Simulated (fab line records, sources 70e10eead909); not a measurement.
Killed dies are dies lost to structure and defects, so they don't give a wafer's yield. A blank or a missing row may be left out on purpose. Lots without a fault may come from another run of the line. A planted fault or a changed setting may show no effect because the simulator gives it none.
Which tool did it? | flow nand_harc | 12 lots, 34 wafers sampled, at 5 steps of a route of 1159

WHAT THE GAUGES READ, wafer by wafer
NHARC_END_SORT_01.
lot  | measured     | on        | killed_at_array | killed_at_other | killed_at_periphery | killed_dies | killed_open | killed_short
L767 | day 23 21:36 | prober-01 | 27 37 405       | 1 0 0           | 2 1 0               | 30 38 405   | 3 3 1       | 2 0 1
L771 | day 24 17:58 | prober-02 | 366 282         | 1 0             | 1 2                 | 368 284     | 3 4         | 1 2

WHICH TOOL RAN EACH LOT (tool, then ch and the chambers of the sampled wafers, then the start)
lot  | NHARC_A_CHANNEL_HOLE_D1_ETCH_38    | NHARC_A_CHANNEL_HOLE_D1_ETCH_16    | NHARC_A_CHANNEL_HOLE_D1_ETCH_19  | NHARC_A_CHANNEL_HOLE_D1_ETCH_21
L754 | rie_diel-11 ch 1,3, day 8 19:46    | rie_diel-11 ch 1,2,3, day 8 20:16  | har_etch-02 ch 0,1, day 8 21:05  | har_etch-02 ch 0,1, day 8 21:37
L753 | rie_diel-10 ch 1,3, day 9 00:36    | rie_diel-10 ch 0,2, day 9 01:06    | har_etch-02 ch 0,1, day 9 01:41  | har_etch-02 ch 0,1, day 9 02:07
L755 | rie_diel-03 ch 0,1,3, day 9 03:30  | rie_diel-03 ch 1,2,3, day 9 03:56  | har_etch-02 ch 0,1, day 9 05:53  | har_etch-02 ch 0,1, day 9 06:26
L757 | rie_diel-03 ch 0,1,2, day 9 11:29  | rie_diel-03 ch 0,2,3, day 9 11:58  | har_etch-02 ch 0,1, day 9 12:34  | har_etch-02 ch 0,1, day 9 12:59
L759 | rie_diel-11 ch 1,3, day 10 01:23   | rie_diel-11 ch 0,1,2, day 10 02:04 | har_etch-01 ch 0, day 10 02:40   | har_etch-01 ch 0, day 10 03:09
L760 | rie_diel-10 ch 2,3, day 10 14:56   | rie_diel-10 ch 0,1,2, day 10 15:30 | har_etch-02 ch 0,1, day 10 16:04 | har_etch-02 ch 0,1, day 10 16:32
L767 | rie_diel-10 ch 0,3, day 12 05:17   | rie_diel-10 ch 0,1,3, day 12 05:44 | har_etch-02 ch 1, day 12 06:25   | har_etch-02 ch 1, day 12 06:53
L769 | rie_diel-10 ch 0, day 12 11:05     | rie_diel-10 ch 0,2, day 12 11:38   | har_etch-02 ch 1, day 12 12:13   | har_etch-02 ch 1, day 12 12:44
L771 | rie_diel-10 ch 1,3, day 13 03:05   | rie_diel-10 ch 1,2, day 13 03:41   | har_etch-02 ch 0,1, day 13 04:11 | har_etch-02 ch 0,1, day 13 04:44
L772 | rie_diel-11 ch 0,1,2, day 13 11:04 | rie_diel-11 ch 1,2, day 13 11:32   | har_etch-01 ch 0,1, day 13 12:08 | har_etch-01 ch 0,1, day 13 12:34
L774 | rie_diel-11 ch 1,2, day 14 02:17   | rie_diel-11 ch 0,3, day 14 02:48   | har_etch-02 ch 0,1, day 14 03:26 | har_etch-02 ch 0,1, day 14 03:59
L773 | rie_diel-03 ch 0,3, day 14 02:43   | rie_diel-03 ch 0,2, day 14 03:10   | har_etch-02 ch 0,1, day 14 07:38 | har_etch-02 ch 0,1, day 14 08:10
- NHARC_A_CHANNEL_HOLE_D1_ETCH_38: etches the open film in CF4, target depth 39 nm, time 65 s.
- NHARC_A_CHANNEL_HOLE_D1_ETCH_16: etches the open film in O2/COS, target depth 3100 nm, time 806 s.
- NHARC_A_CHANNEL_HOLE_D1_ETCH_19: etches the open film in C4F8/O2/Ar, time 34.5 s.
- NHARC_A_CHANNEL_HOLE_D1_ETCH_21: etches the open film in C4F8/O2/Ar, time 514.3 s, target depth 1600 nm.

WHAT THE TOOLS THEMSELVES READ (means of the sampled wafers that have a number; where no wafer has one, the mark that the record gives instead)
NHARC_A_CHANNEL_HOLE_D1_ETCH_38.
lot  | tool        | drypump_motor_current_A (A) | oes_product_au (a.u.) | rf_vpp_V (V) | run_length_s (s) | showerhead_plenum_p_Torr (Torr) | throttle_valve_pct (%)
L754 | rie_diel-11 | 6.18                        | 1.005                 | 150.9        | 86.4             | 1.74                            | 13.286
L753 | rie_diel-10 | 5.44                        | 1.003                 | 150.3        | 85.5             | 1.75                            | 13.281
L755 | rie_diel-03 | 5.96                        | 1.001                 | 150.7        | 85.7             | 1.82                            | 13.283
L757 | rie_diel-03 | 5.95                        | 1.005                 | 151.5        | 85.9             | 1.79                            | 13.290
L759 | rie_diel-11 | 6.19                        | 0.992                 | 151.8        | 86.7             | 1.74                            | 13.276
L760 | rie_diel-10 | 5.97                        | 1.011                 | 150.1        | 86.0             | 1.69                            | 13.278
L767 | rie_diel-10 | 5.90                        | 1.014                 | 151.9        | 85.9             | 1.72                            | 13.283
L769 | rie_diel-10 | 5.80                        | 1.006                 | 152.2        | 86.3             | 1.85                            | 13.288
L771 | rie_diel-10 | 5.58                        | 1.003                 | 151.2        | 85.7             | 1.73                            | 13.284
L772 | rie_diel-11 | 6.07                        | 0.991                 | 151.0        | 86.2             | 1.77                            | 13.273
L774 | rie_diel-11 | 5.99                        | 1.001                 | 151.8        | 86.7             | 1.81                            | 13.282
L773 | rie_diel-03 | 5.91                        | 0.994                 | 152.2        | 85.4             | 1.85                            | 13.283

NHARC_A_CHANNEL_HOLE_D1_ETCH_16.
lot  | tool        | cos_flow_sccm (sccm) | drypump_motor_current_A (A) | oes_product_au (a.u.) | rf_vpp_V (V) | run_length_s (s) | showerhead_plenum_p_Torr (Torr) | throttle_valve_pct (%)
L754 | rie_diel-11 | 20.06                | 6.05                        | 0.998                 | 315.4        | 827.4            | 3.17                            | 28.336
L753 | rie_diel-10 | 19.96                | 5.93                        | 1.000                 | 313.6        | 827.4            | 3.09                            | 28.331
L755 | rie_diel-03 | 20.04                | 6.08                        | 1.007                 | 316.7        | 827.0            | 3.24                            | 28.334
L757 | rie_diel-03 | 20.00                | 5.94                        | 0.999                 | 315.9        | 826.7            | 3.21                            | 28.333
L759 | rie_diel-11 | 19.94                | 6.09                        | 0.991                 | 314.1        | 827.3            | 3.12                            | 28.329
L760 | rie_diel-10 | 20.02                | 5.66                        | 1.005                 | 314.1        | 827.1            | 3.14                            | 28.321
L767 | rie_diel-10 | 20.03                | 5.64                        | 1.008                 | 314.3        | 765.7            | 3.12                            | 28.333
L769 | rie_diel-10 | 20.04                | 5.90                        | 1.016                 | 312.4        | 735.6            | 3.13                            | 28.324
L771 | rie_diel-10 | 19.96                | 5.57                        | 1.009                 | 312.4        | 642.5            | 3.08                            | 28.328
L772 | rie_diel-11 | 19.99                | 6.01                        | 0.993                 | 314.4        | 827.3            | 3.19                            | 28.324
L774 | rie_diel-11 | 20.04                | 6.10                        | 0.997                 | 314.1        | 827.1            | 3.18                            | 28.332
L773 | rie_diel-03 | 20.04                | 5.91                        | 0.987                 | 314.8        | 826.7            | 3.16                            | 28.333

NHARC_A_CHANNEL_HOLE_D1_ETCH_19.
lot  | tool        | drypump_motor_current_A (A) | run_length_s (s) | showerhead_plenum_p_Torr (Torr) | throttle_valve_pct (%)
L754 | har_etch-02 | 5.7                         | 35.6             | 3.92                            | 37.030
L753 | har_etch-02 | 6.0                         | 35.5             | 3.92                            | 37.042
L755 | har_etch-02 | 6.0                         | 35.6             | 3.92                            | 37.044
L757 | har_etch-02 | 5.7                         | 35.4             | 3.92                            | 37.030
L759 | har_etch-01 | 6.5                         | 35.4             | 3.80                            | 37.036
L760 | har_etch-02 | 5.7                         | 35.4             | 3.91                            | 37.034
L767 | har_etch-02 | 6.2                         | 35.5             | 3.90                            | 37.044
L769 | har_etch-02 | 6.2                         | 35.6             | 3.90                            | 37.031
L771 | har_etch-02 | 5.8                         | 35.6             | 3.90                            | 37.031
L772 | har_etch-01 | 6.4                         | 35.7             | 3.79                            | 37.028
L774 | har_etch-02 | 6.0                         | 35.5             | 3.89                            | 37.033
L773 | har_etch-02 | 6.0                         | 35.5             | 3.89                            | 37.040

NHARC_A_CHANNEL_HOLE_D1_ETCH_21.
lot  | tool        | drypump_motor_current_A (A) | showerhead_plenum_p_Torr (Torr) | throttle_valve_pct (%)
L754 | har_etch-02 | 5.7                         | 3.87                            | 32.153
L753 | har_etch-02 | 6.0                         | 3.87                            | 32.147
L755 | har_etch-02 | 6.0                         | 3.87                            | 32.161
L757 | har_etch-02 | 5.7                         | 3.87                            | 32.147
L759 | har_etch-01 | 6.5                         | 3.75                            | 32.166
L760 | har_etch-02 | 5.7                         | 3.86                            | 32.162
L767 | har_etch-02 | 6.2                         | 3.85                            | 32.159
L769 | har_etch-02 | 6.2                         | 3.85                            | 32.164
L771 | har_etch-02 | 5.8                         | 3.85                            | 32.163
L772 | har_etch-01 | 6.4                         | 3.75                            | 32.159
L774 | har_etch-02 | 6.0                         | 3.84                            | 32.150
L773 | har_etch-02 | 6.0                         | 3.84                            | 32.151

THE ANSWER, worked out from the rows above alone
Rule: what is usual is taken from the lots themselves. Put in order of their means at a reading, lots are off if they are a third of the lots or fewer, leave a main group of 4 or more, and stand apart from it by a gap of 3 or more times the standard deviation of the main group's means; of several such gaps the widest counts. A main group whose means are all the same, to the digits that the tables above print for the reading, isn't used. A lot without any number at a reading at which 4 lots or more have one is off too. The other lots that the step has rows for count as sound. The gauges are gone through in route order, then the tools' own readings, and for those a lot's mean is taken as printed above. The first step at which some lot is off is used, and at that step the reading that is off furthest; a lot without a number counts as furthest.
Off: L767, L769, L771, at NHARC_A_CHANNEL_HOLE_D1_ETCH_16 (run_length_s). The main group: mean 827.1 s, standard deviation 0.26.
A tool fits if, at that step or a process step before it, it ran every lot that is off, and no sound lot after the first of them. One fits: rie_diel-10 at NHARC_A_CHANNEL_HOLE_D1_ETCH_38 and NHARC_A_CHANNEL_HOLE_D1_ETCH_16. At NHARC_A_CHANNEL_HOLE_D1_ETCH_38 its last sound lot is L760 (day 10 14:56), its first lot that is off L767 (day 12 05:17): a fault that began between those two fits.

WHAT THE SIMULATOR HAD PUT IN
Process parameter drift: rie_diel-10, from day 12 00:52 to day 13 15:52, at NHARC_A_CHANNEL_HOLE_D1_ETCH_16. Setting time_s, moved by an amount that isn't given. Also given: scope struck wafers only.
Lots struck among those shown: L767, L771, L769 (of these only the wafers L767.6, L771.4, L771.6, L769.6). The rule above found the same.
